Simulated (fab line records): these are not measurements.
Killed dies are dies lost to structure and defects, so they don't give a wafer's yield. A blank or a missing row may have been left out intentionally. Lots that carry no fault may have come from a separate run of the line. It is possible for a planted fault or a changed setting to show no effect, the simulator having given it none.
Chamber matching + flow n5 finfet + 4 sister chambers for N5_HKMG_FIN_ALD_36 on ald metal-03
The step deposits TiN, target thk 1 nm, pulse time 1 s, purge time 3 s. 14 wafers are shown with their chamber, then 7 later ones without.

== WAFERS, EACH WITH ITS CHAMBER ==
| wafer  | chamber | heater power w (W) | precursor pulse height rel |
|--------|---------|--------------------|----------------------------|
| L075.2 | 1       | 977                | 0.977                      |
| L075.3 | 3       | 900                | 1.004                      |
| L075.4 | 2       | 776                | 1.011                      |
| L078.3 | 3       | 888                | 0.977                      |
| L078.4 | 2       | 762                | 0.990                      |
| L078.5 | 3       | 886                | 0.991                      |
| L079.1 | 0       | 1111               | 1.002                      |
| L079.4 | 2       | 765                | 0.956                      |
| L079.6 | 0       | 1143               | 0.984                      |
| L084.2 | 0       | 1157               | 1.018                      |
| L084.4 | 1       | 951                | 0.991                      |
| L084.5 | 1       | 952                | 0.963                      |
| L085.2 | 1       | 964                | 0.989                      |
| L085.4 | 3       | 865                | 0.981                      |

SIGNATURES (averages over the wafers above)
| reading                    | chamber 0 | chamber 1 | chamber 2 | chamber 3 | scatter within a chamber |
|----------------------------|-----------|-----------|-----------|-----------|--------------------------|
| heater power w             | 1137.00   | 961.00    | 767.67    | 884.75    | 15.2                     |
| precursor pulse height rel | 1.00133   | 0.98000   | 0.98567   | 0.98825   | 0.0175                   |
Rule: for a wafer and a chamber, the distance is found by dividing, reading by reading, the gap between the wafer's reading and the chamber's mean by the reading's scatter, squaring, summing and taking the root. If the next closest chamber is less than 2 further off than the closest, the wafer can't be placed; otherwise it belongs to the closest. The scatter is the square root of a quotient: the sum, over the shown wafers, of each reading's squared deviation from its chamber's mean, divided by wafers minus chambers.

== WAFERS WITH NO CHAMBER GIVEN ==
| wafer  | heater power w (W) | precursor pulse height rel |
|--------|--------------------|----------------------------|
| L085.6 | 882                | 0.999                      |
| L089.1 | 763                | 1.034                      |
| L089.3 | 1123               | 1.033                      |
| L089.5 | 774                | 1.022                      |
| L094.1 | 790                | 1.021                      |
| L094.2 | 1125               | 0.956                      |
| L094.5 | 975                | 0.972                      |

== WHICH CHAMBER EACH WENT THROUGH ==
| wafer  | from the rows above | in truth |
|--------|---------------------|----------|
| L085.6 | 3                   | 3        |
| L089.1 | 2                   | 2        |
| L089.3 | 0                   | 0        |
| L089.5 | 2                   | 2        |
| L094.1 | 2                   | 2        |
| L094.2 | 0                   | 0        |
| L094.5 | 1                   | 1        |
Correctly placed: 7 of 7. Can't be placed from these rows: 0. 0 placed wrongly.
